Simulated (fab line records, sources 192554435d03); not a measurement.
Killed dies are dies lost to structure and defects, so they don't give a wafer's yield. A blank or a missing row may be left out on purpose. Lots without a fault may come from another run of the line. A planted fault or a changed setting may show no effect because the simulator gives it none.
Chamber matching | flow n5_finfet | N5_FIN_SAQP_ALD_61 on ald_sin-01: 4 sister chambers
The step deposits SiO2, target thk 4 nm, pulse time 1 s, purge time 2 s. 4 wafers are shown with their chamber, then 11 later ones without.

WAFERS WITH THEIR CHAMBER
wafer  | chamber | heater_power_w (W)
L077.5 | 0       | 442
L086.2 | 2       | 496
L086.3 | 3       | 485
L090.1 | 1       | 460

WAFERS WITHOUT THEIR CHAMBER
wafer  | heater_power_w (W)
L090.2 | 451
L090.4 | 478
L091.1 | 463
L091.3 | 447
L091.4 | 498
L095.1 | 480
L095.2 | 450
L095.3 | 484
L097.1 | 492
L097.3 | 497
L097.5 | 448

WHICH CHAMBER EACH WENT THROUGH
wafer  | from the rows above     | in truth
L090.2 | can't be placed: 0 or 1 | 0
L090.4 | 3                       | 3
L091.1 | 1                       | 1
L091.3 | can't be placed: 0 or 1 | 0
L091.4 | 2                       | 2
L095.1 | 3                       | 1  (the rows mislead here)
L095.2 | can't be placed: 0 or 1 | 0
L095.3 | 3                       | 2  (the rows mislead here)
L097.1 | can't be placed: 2 or 3 | 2
L097.3 | 2                       | 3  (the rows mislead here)
L097.5 | can't be placed: 0 or 1 | 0
Placed correctly: 3 of 11. Can't be placed from these rows: 5 (the true chamber is among the candidates in 5). Placed wrongly: 3.
How it was worked out, from the rows above alone: a wafer's distance from a chamber is the root of the sum, over the readings, of the square of ((its reading less the chamber's mean) divided by the reading's scatter). The wafer belongs to the nearest chamber; if the next one is less than 2 further off, it can't be placed. A chamber's mean is the mean of its shown wafers. The scatter: with one shown wafer a chamber, the root of the mean of the squares of how far each hidden wafer lies from its nearest shown one.
